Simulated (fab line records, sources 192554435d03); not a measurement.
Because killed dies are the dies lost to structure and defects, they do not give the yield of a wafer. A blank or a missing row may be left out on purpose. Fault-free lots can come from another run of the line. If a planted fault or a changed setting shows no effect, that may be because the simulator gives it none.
fab line records	flow n5Finfet
record: lots: 5	wafers: 15	lastDay: 18
route steps=1938 shown BEOL_M3@1011 BEOL_M4@1021 PASSIVATION@1936
lots that met no fault: taken from a fault-free run of the same line
startH: hours from the record's opening day to when the first of the lot's shown wafers began	waitH: time in hours since the lot's previous step	" the same as in the row above	L1.1+2: a single row standing in for several wafers	- value missing, or start not given	* or withheld: withheld	< > ~ a bound
route shown NAME@n: NAME is a module with steps in the file, n the number in the route of the first one	usual: the fault-free wafers' mean and standard deviation	same: alike in all rows	chamber/n: place in a boat	sites: readings site by site	_std_site: how widely they spread, as a standard deviation	_edge_site: the outer-site mean with the inner-site mean subtracted	radiusMm: for every site, how far away it sits from the centre of the wafer	mask NAME#n: copy n	behind: the tool/chamber that last shaped the wafer	hold: cause of the lot's hold/its duration in hours/its outcome	device: the transistor (n, p or np) that didn't switch	end of line: the same wafers' tests at the end of the route	where a step has no rows: the recipe by itself	killed: dies lost to structure and defects at the first sort, not the wafer's yield	map: the dies of a wafer, with x for killed, . for not killed, _ for no die there
set.NAME: the setting as run; set.NAME@STEP: as run at that earlier step	model.NAME: the simulator's own value behind a step, which no gauge read
certain route steps with their lots: each step a table, each wafer a row
services: a tool's chamber out of use, with start hour (startH, from the record's first day; less than 0 if before it), hours out, and reason
== steps ==
step: N5_BEOL_M3_ECD_50
recipe: material: Cu	targetThkA: 3000
step: N5_BEOL_M3_ANNEAL_51
recipe: tempC: 225	timeS: 90	ambient: N2
step: N5_BEOL_M3_CMP_52
recipe: stopOn: SiOC	tOverpolishS: 6.8	downForcePsi: 1	platenRpm: 50	clearingPlatenDownForcePsi: 1.5	clearingPlatenRpm: 50	postCmpClean: cuAlkaline	targetThkNm: 40	clearingPlatenPadVelocityMS: 0.99484	padVelocityMS: 0.99484
step: N5_BEOL_M3_PRE_CLEAN_60
recipe: gas: NH3/H2	timeS: 15	tempC: *	rfPowerW: 300
step: N5_BEOL_M3_CO_CAP_55
recipe: material: Co	targetThkA: 20	tempC: 200	precursor: CCTBA/H2	pressureTorr: 30	timeS: 102.1
step: N5_BEOL_M3_PRE_CLEAN_56
recipe: gas: NH3	timeS: 15	tempC: withheld	rfPowerW: 300
step: N5_BEOL_M3_DEP_57
recipe: material: SiCN	targetThkA: 80	tempC: withheld	precursor: 3MS/NH3	pressureTorr: 3	rfW: 202	timeS: 14
step: N5_BEOL_M4_ILD_DEP_00
recipe: material: SiOC	targetThkA: 790	tempC: 350	precursor: DEMS/O2	pressureTorr: 5	rfW: 500	timeS: 15.3
step: N5_BEOL_M4_PECVD_72
recipe: material: SiO2	targetThkA: 160	tempC: 400	precursor: TEOS/O2	pressureTorr: 5.5	rfW: 450	teosFlowSccm: 53.8	gas: O2	flowSccm: 3000	timeS: 18
usual: heaterPowerW: 755/130	showerheadPlenumPTorr: 8.84/0.093	showerheadVppV: 1284/54	susceptorTempC: 400.02/0.22	throttleValvePct: 22.4/0.69
lot.wafer	tool	chamber	startH	waitH	heaterPowerW	showerheadPlenumPTorr	showerheadVppV	sinceWetCleanH	susceptorTempC	throttleValvePct	model.SiO2_of_BEOL_M4_PECVD_72.thkNm
L413.4	pecvd-02	0	181.66	0.1	704	8.88	1277	-	399.56	23.0	16.4
L413.5	"	1	"	"	767	8.88	1246	-	400.18	23.4	16.2
L413.6	"	0	"	"	699	8.84	1269	-	399.67	22.9	16.6
L415.1	pecvd-02	1	203.81	0.0	636	8.86	1251	1814	381.34	23.8	18.2
L415.4	"	1	"	"	611	8.89	1263	-	380.87	23.1	18.4
L415.6	"	1	"	"	628	8.88	1287	-	381.21	23.6	18.6
L418.2	pecvd-02	2	217.54	0.0	575	8.65	1266	349	381.67	22.4	17.6
L418.3	"	0	"	"	577	8.87	1267	1103	381.09	23.0	17.8
L418.5	"	1	"	"	608	8.87	1272	-	381.33	23.7	18
L420.1	pecvd-02	2	236.99	0.0	522	8.68	1266	368	381.43	22.4	17.6
L420.2	"	1	"	"	637	8.88	1247	1847	381.25	23.5	17.8
L420.5	"	2	"	"	531	8.64	1253	-	381.23	22.2	18
L427.1	pecvd-04	2	281.66	0.0	1027	8.97	1221	594	400.56	21.8	16
L427.3	"	1	"	"	824	8.81	1351	2073	400.03	22.0	15.8
L427.5	"	1	"	"	844	8.80	1332	-	399.83	21.7	16
step: N5_BEOL_M4_HM_DEP_02
recipe: material: TiN	targetThkA: 200	tempC: 25	chamberPressurePa: 0.49996
step: N5_BEOL_M4_COAT_61
recipe: resist: SOC	tempC: 250	timeS: 60	spinRpm: 1500	resistThkNm: 60
step: N5_BEOL_M4_COAT_62
recipe: resist: SiARC	tempC: 220	timeS: 60	spinRpm: 1500	resistThkNm: 12
step: N5_BEOL_M4_COAT_73
recipe: resist: underlayer	tempC: 205	timeS: 60	spinRpm: 1500	resistThkNm: 5
step: N5_BEOL_M4_COAT_05
recipe: resist: CAR-EUV	spinRpm: 1500	resistThkNm: 30
step: N5_BEOL_M4_EBR_07
recipe: solvent: PGMEA	ebrWidthMm: 1.5
step: N5_BEOL_M4_SOFTBAKE_06
recipe: tempC: 110	timeS: 60	resist: CAR-EUV
step: N5_BEOL_M4_EXPOSE_08
recipe: maskId: M4	na: 0.33	sourceShape: dipole	sigmaInner: 0.369	sigmaOuter: 0.767	polarization: unpolarized	doseMj: 41.25
step: N5_BEOL_M4_PEB_09
recipe: pebTempC: 100	pebTimeS: 60	resist: CAR-EUV
step: N5_BEOL_M4_DEVELOP_10
recipe: developTimeS: 30	developer: TMAH	resist: CAR-EUV	rinseLiquid: surfactantRinse	dry: airSpin	devTempC: 23
step: N5_BEOL_M4_DESCUM_16
recipe: chemistry: O2	timeS: 7	sourcePowerW: 50	biasPowerW: 20	pressureMtorr: 20	rfFrequencyHz: 2.712e+07	tempC: 40	resist: CAR-EUV	o2FlowSccm: 225
step: N5_BEOL_M4_ETCH_74
recipe: chemistry: N2/H2	target: underlayer	targetDepthA: 65	maskMaterial: CAR-EUV	timeS: 5.2	ionEnergyEv: 200	pressureMtorr: 30	sourceW: 840	biasW: 150	n2FlowSccm: 200	h2FlowSccm: 200	ends: cleared
step: N5_BEOL_M4_ETCH_63
recipe: chemistry: CF4	target: SiARC	targetDepthA: 156	maskMaterial: CAR-EUV	timeS: 26	ionEnergyEv: 80	pressureMtorr: 40	sourceW: 545	biasW: 36	Ar_flow_sccm: 100	cf4FlowSccm: 100	ends: cleared
step: N5_BEOL_M4_ETCH_64
recipe: chemistry: N2/H2	target: SOC	targetDepthA: 750	overetchA: 225	maskMaterial: SiARC	tempC: 40	timeS: 121.9	ionEnergyEv: 200	pressureMtorr: 30	sourceW: 840	biasW: 150	n2FlowSccm: 200	h2FlowSccm: 200
step: N5_BEOL_M4_STRIP_65
recipe: chemistry: N2/H2	tempC: 40	n2FlowSccm: 200	h2FlowSccm: 200	rfFrequencyHz: 6e+07
step: N5_BEOL_M4_STRIP_75
recipe: chemistry: N2/H2	tempC: 40	n2FlowSccm: 200	h2FlowSccm: 200	rfFrequencyHz: 6e+07
step: N5_BEOL_M4_STRIP_66
recipe: chemistry: CF4	resist: SiARC	powerW: 300	biasPowerW: 75	pressureMtorr: 50	cf4FlowSccm: 150	rfFrequencyHz: 6e+07
step: N5_BEOL_M4_HM_OPEN_17
recipe: chemistry: Cl2/BCl3	targetDepthA: 200	overetchA: 60	target: TiN	maskMaterial: SOC	ionEnergyEv: 150	pressureMtorr: 10	icpW: 1000	biasW: 126	Cl2_flow_sccm: 53.25	bcl3FlowSccm: 21.75	Ar_flow_sccm: 25
step: N5_BEOL_M4_STRIP_19
recipe: chemistry: O2	powerW: 400	tempC: 40	pressureMtorr: 30	rfFrequencyHz: 6e+07	biasPowerW: 0	overashFraction: 0.2	o2FlowSccm: 225
step: N5_BEOL_M4_COAT_67
recipe: resist: SOC	tempC: 250	timeS: 60	spinRpm: 1500	resistThkNm: 60
step: N5_BEOL_M4_COAT_68
recipe: resist: SiARC	tempC: 220	timeS: 60	spinRpm: 1500	resistThkNm: 12
step: N5_BEOL_M4_COAT_76
recipe: resist: underlayer	tempC: 205	timeS: 60	spinRpm: 1500	resistThkNm: 5
step: N5_BEOL_M4_COAT_22
recipe: resist: CAR-EUV	spinRpm: 1500	resistThkNm: 30
step: N5_BEOL_M4_EBR_24
recipe: solvent: PGMEA	ebrWidthMm: 1.5
step: N5_BEOL_M4_SOFTBAKE_23
recipe: tempC: 110	timeS: 60	resist: CAR-EUV
step: N5_BEOL_M4_HM_STRIP_39
recipe: chemistry: peroxideTinStrip	material: TiN	targetDepthA: 250	tempC: 50	timeS: 158
lot.wafer	tool	chamber	startH	waitH	model.SiO2_of_BEOL_M4_PECVD_72.thkNm
L413.4	wetBench-04	1	186.48	0.0	16.2
L413.5	"	4	"	"	16
L413.6	"	7	"	"	16.4
L415.1	wetBench-02	0	211.76	0.0	18
L415.4+6	"	2,5	"	"	18.4
L418.2+3	wetBench-04	2,5	226.02	0.0	17.6
L418.5	"	3	"	"	18
L420.1	wetBench-04	0	241.72	0.0	17.4
L420.2	"	6	"	"	17.6
L420.5	"	7	"	"	17.8
L427.1+5	wetBench-02	3,2	288.31	0.0	15.8
L427.3	"	6	"	"	15.6
step: N5_BEOL_M4_CMP_52
recipe: stopOn: SiOC	tOverpolishS: 6.8	downForcePsi: 1	platenRpm: 50	clearingPlatenDownForcePsi: 1.5	clearingPlatenRpm: 50	postCmpClean: cuAlkaline	targetThkNm: 40	clearingPlatenPadVelocityMS: 0.99484	padVelocityMS: 0.99484
usual: barrierFieldEndpointS: 24.4/0.64	motorCurrentA: 6.1/0.6
lot.wafer	tool	chamber	startH	waitH	barrierFieldEndpointS	motorCurrentA
L413.4	cmp-04	1	190.31	0.4	25.1	6.6
L413.6	"	3	"	"	24.7	5.9
L413.5	"	0	"	"	23.3	5.4
L415.4	cmp-02	1	215.12	0.1	26.5	6.5
L415.1	"	0	"	"	27.0	6.3
L415.6	"	2	"	"	28.8	6.0
L418.3	cmp-03	0	231.24	0.2	27.8	6.9
L418.2	"	3	"	"	28.1	6.6
L418.5	"	0	"	"	28.2	7.2
L420.1	cmp-04	2	245.04	0.3	26.7	5.1
L420.2	"	3	"	"	26.7	6.0
L420.5	"	1	"	"	26.8	6.6
L427.3	cmp-03	2	291.73	0.2	24.4	6.2
L427.1	"	1	"	"	23.3	5.9
L427.5	"	2	"	"	24.0	6.0
step: N5_BEOL_M4_RC_MEAS_101
usual: DIBL_N: 37.4/2.1	DIBL_P: 37.8/2.5	IOFF_N: 0.19/0.045	IOFF_P: 0.24/0.05	ION_N: 682/16	ION_P: 467/11	SS_N: 71.9/0.67	SS_P: 73.6/0.76	VT_N: 247/3.6	VT_P: -248/3.6
lot.wafer	tool	chamber	startH	waitH	DIBL_N[mV/V]	DIBL_P[mV/V]	IOFF_N[nA/um]	IOFF_P[nA/um]	ION_N[uA/um]	ION_P[uA/um]	SS_N[mV/dec]	SS_P[mV/dec]	VT_N[mV]	VT_P[mV]
L413.4	prober-02	0	191.56	0.5	34.0	35.7	0.15	0.22	661	465	71.8	73.2	247	-249
L413.5	"	0	"	"	35.2	37.0	0.16	0.25	685	480	71.8	73.4	246	-246
L413.6	"	0	"	"	36.0	35.8	0.17	0.22	683	470	71.3	73.1	247	-247
L415.1	prober-02	0	215.75	0.0	37.4	38.3	0.19	0.21	698	467	71.8	73.7	245	-254
L415.4	"	0	"	"	35.1	34.9	0.13	0.17	671	457	71.0	73.2	252	-258
L415.6	"	0	"	"	34.8	35.4	0.15	0.18	701	475	71.5	73.5	248	-255
L418.2	prober-01	0	232.00	0.2	40.7	40.8	0.25	0.30	703	470	73.0	74.4	242	-244
L418.3	"	0	"	"	38.9	39.9	0.24	0.29	713	481	72.3	74.1	243	-247
L418.5	"	0	"	"	39.6	40.2	0.24	0.29	703	477	72.3	73.9	244	-244
L420.1	prober-01	0	245.60	0.0	36.6	37.9	0.19	0.22	702	482	71.5	72.8	248	-251
L420.2	"	0	"	"	37.0	37.3	0.17	0.21	688	470	72.2	73.3	250	-251
L420.5	"	0	"	"	38.4	40.5	0.19	0.27	685	470	71.9	74.3	248	-249
L427.1	prober-01	0	292.34	0.0	36.4	34.8	0.14	0.20	664	463	71.1	72.9	253	-250
L427.3	"	0	"	"	37.4	34.6	0.14	0.19	647	449	71.5	72.5	253	-252
L427.5	"	0	"	"	35.5	33.2	0.12	0.17	652	445	70.9	72.1	255	-253
step: N5_PASSIVATION_PROBE_49
usual: defectLimitedYield: 90.9/1.6	killed_at_M0_to_M3: 34/10	killed_at_M4_up: 13/5.4	killedAtContacts: 13/6	killedAtFrontEnd: 42/13	killedAtOther: 4/3.2	killedDies: 107/18	killedOnRim: 14/4.2	killedOpen: 69/14	killedShort: 35/7.7	sort_bin_5_function: 5.3/1	sort_bin_6_memory: 3.3/0.75	sortNPass: 1073/19	sortYieldPct: 90.9/1.6
same: grossDies: 1180	killedAtBackSide: 0	sort_bin_4_leakage[%]: 0	sort_bin_8_speed[%]: 0
lot.wafer	tool	chamber	startH	waitH	defectLimitedYield[%]	killed_at_M0_to_M3	killed_at_M4_up	killedAtContacts	killedAtFrontEnd	killedAtOther	killedDies	killedOnRim	killedOpen	killedShort	sort_bin_5_function[%]	sort_bin_6_memory[%]	sortNPass	sortYieldPct[%]
L415.1	prober-02	-	315.58	0.0	91.2	36	13	15	40	0	104	12	71	29	6.0	2.6	1076	91.2
L415.4	prober-02	-	315.73	0.2	90.1	25	14	4	73	1	117	22	66	36	5.6	2.9	1063	90.1
L415.6	prober-02	-	315.83	0.3	90.7	28	4	13	64	1	110	17	76	29	6.4	2.5	1070	90.7
L420.2	prober-01	-	353.33	0.1	87.5	44	14	23	63	3	147	20	102	37	7.0	5.1	1033	87.5
L420.5	prober-01	-	353.48	0.2	89.4	43	14	13	50	5	125	24	81	39	5.6	4.7	1055	89.4
killed by level:class
L415.1 STI_FIN_REVEAL:geometricParticle:open=16 MOL_CONTACT_COAG:geometricParticle:open=12 BEOL_M0_SAQP:geometricParticle:open=12 BEOL_M1:geometricParticle:open=7 FIN_SAQP:geometricParticle:short=5 BEOL_M4:geometricParticle:open=5 BEOL_M0_SAQP:geometricParticle:short=5 DUMMY_GATE:geometricParticle:open=4
L415.4 FIN_SAQP:geometricParticle:open=18 STI_FIN_REVEAL:geometricParticle:open=18 HKMG_FIN:areaEtch=12 BEOL_M3:geometricParticle:open=9 STI_FIN_REVEAL:geometricParticle:short=7 BEOL_M0_SAQP:geometricParticle:short=5 FIN_SAQP:geometricParticle:short=4 GATE_CUT:geometricParticle:short=4
L415.6 STI_FIN_REVEAL:geometricParticle:open=16 FIN_SAQP:geometricParticle:open=14 DUMMY_GATE:geometricParticle:open=8 FIN_SAQP:geometricParticle:short=7 MOL_CONTACT_COAG:geometricParticle:open=7 BEOL_M3:geometricParticle:open=7 MOL_CONTACT_COAG:geometricParticle:short=6 BEOL_M1:geometricParticle:open=6
L420.2 MOL_CONTACT_COAG:geometricParticle:open=19 FIN_SAQP:geometricParticle:open=18 STI_FIN_REVEAL:geometricParticle:open=15 BEOL_M1:geometricParticle:open=10 BEOL_M0_SAQP:geometricParticle:short=10 BEOL_M0_SAQP:geometricParticle:open=7 BEOL_M3:geometricParticle:open=7 BEOL_M4:geometricParticle:open=7
L420.5 FIN_SAQP:geometricParticle:open=11 FIN_SAQP:geometricParticle:short=10 MOL_CONTACT_COAG:geometricParticle:open=10 BEOL_M2:geometricParticle:open=9 BEOL_M3:geometricParticle:open=8 BEOL_M0_SAQP:geometricParticle:open=7 BEOL_M1:geometricParticle:open=6 DUMMY_GATE:geometricParticle:open=5
== services ==
tool	chamber	startH	hours	kind
pecvd-02	2	166.02	23.7	repair
cmp-02	-	173.98	0.5	repair
pecvd-04	0	174.90	2.1	scheduledDown
pecvd-04	-	182.39	1.5	repair
pecvd-04	1	188.20	4.6	repair
wetBench-02	-	190.14	9.7	repair
cmp-02	-	191.17	9.8	repair
pecvd-04	1	194.61	2.1	scheduledDown
cmp-04	-	199.06	17.2	pm
pecvd-02	0	200.13	5.0	scheduledDown
wetBench-02	-	202.60	0.8	repair
cmp-04	-	224.79	1.5	repair
wetBench-04	-	229.44	4.0	repair
cmp-02	-	239.41	4.0	pm
pecvd-02	-	239.60	1.0	repair
cmp-03	-	251.27	4.0	pm
cmp-03	-	255.27	-	consumableReplace:conditioner
cmp-03	-	255.27	-	consumableReplace:pad
cmp-02	-	263.19	4.4	pm
cmp-04	-	263.30	0.7	repair
cmp-03	-	272.64	0.3	repair
cmp-04	-	285.55	4.0	pm
cmp-04	-	289.55	-	consumableReplace:conditioner
cmp-04	-	289.55	-	consumableReplace:pad
== key ==
firstSign: step: N5_BEOL_M4_PECVD_72	reading: susceptorTempC	direction: down	sigmas: 86	usual: *	struck: *
effect: step: N5_BEOL_M4_CMP_52	reading: barrierFieldEndpointS	direction: up	sigmas: 4.7	usual: 24.4	struck: 27.4
modelEffect: step: N5_BEOL_M4_PECVD_72	value: SiO2_of_BEOL_M4_PECVD_72.thkNm	without: 16.11	struck: 18
modelEffect: step: N5_BEOL_M4_HM_STRIP_39	value: SiO2_of_BEOL_M4_PECVD_72.thkNm	without: 15.96	struck: 17.87
metAt N5_BEOL_M4_PECVD_72
struckWafers L415.1,L415.4,L415.6,L418.2,L418.3,L418.5,L420.1,L420.2,L420.5
baselineLoss: step: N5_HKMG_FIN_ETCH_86	wafers: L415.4
onsetBetween 181.66 203.81
fault: kind: processParameterDrift	tool: pecvd-02	chamber: -	onsetH: 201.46	steps: N5_BEOL_M4_PECVD_72	channel: tempC	offset: *	shape: step	endH: 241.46	actsIn: *	stated: *
baselineLoss: these wafers lose ten dies or more at that step, a loss of the line's own and not of a fault; the sort's usual values leave them out
